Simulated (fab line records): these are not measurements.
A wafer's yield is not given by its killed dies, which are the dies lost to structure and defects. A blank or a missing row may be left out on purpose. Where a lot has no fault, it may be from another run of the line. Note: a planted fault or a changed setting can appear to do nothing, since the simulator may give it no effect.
Chamber matching | flow n5Finfet | N5_BEOL_M9_CMP_52 on cmp-04 has 4 sister chambers
The step polishes, stops on SiCOH lowk, t overpolish 7 s, target thk 140 nm. 4 wafers are shown with their chamber, then 8 later ones without.

## WAFERS PAIRED WITH THEIR CHAMBERS
wafer  | chamber | motorCurrentA (A)
L475.5 | 0       | 6.1
L476.3 | 1       | 6.8
L476.6 | 3       | 5.4
L478.2 | 2       | 5.7

## WAFERS MISSING THEIR CHAMBER
wafer  | motorCurrentA (A)
L478.4 | 6.0
L478.6 | 5.6
L480.1 | 5.5
L480.2 | 6.6
L480.5 | 7.1
L482.3 | 5.7
L482.4 | 6.9
L482.5 | 5.6

## WHICH CHAMBER EACH WENT THROUGH
wafer  | from the rows above     | in truth
L478.4 | can't be placed: 0 or 2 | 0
L478.6 | can't be placed: 2 or 3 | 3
L480.1 | can't be placed: 3 or 2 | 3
L480.2 | can't be placed: 1 or 0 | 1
L480.5 | 1                       | 1
L482.3 | can't be placed: 2 or 3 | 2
L482.4 | 1                       | 1
L482.5 | can't be placed: 2 or 3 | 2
Correctly placed: 2 of 8. Unplaceable from these rows: 6, with the true chamber sitting among the candidates in 6. Placed wrongly: 0.
How it was worked out, from the rows above alone: a wafer's distance from a chamber is the root of the sum, over the readings, of the square of ((its reading less the chamber's mean) divided by the reading's scatter). If the next closest chamber is less than 2 further off than the closest, the wafer can't be placed; otherwise it belongs to the closest. Each chamber's mean is taken over the wafers shown for it. The scatter (one wafer shown for each chamber): square how far every hidden wafer sits from the nearest shown wafer, average those squares and take the square root.
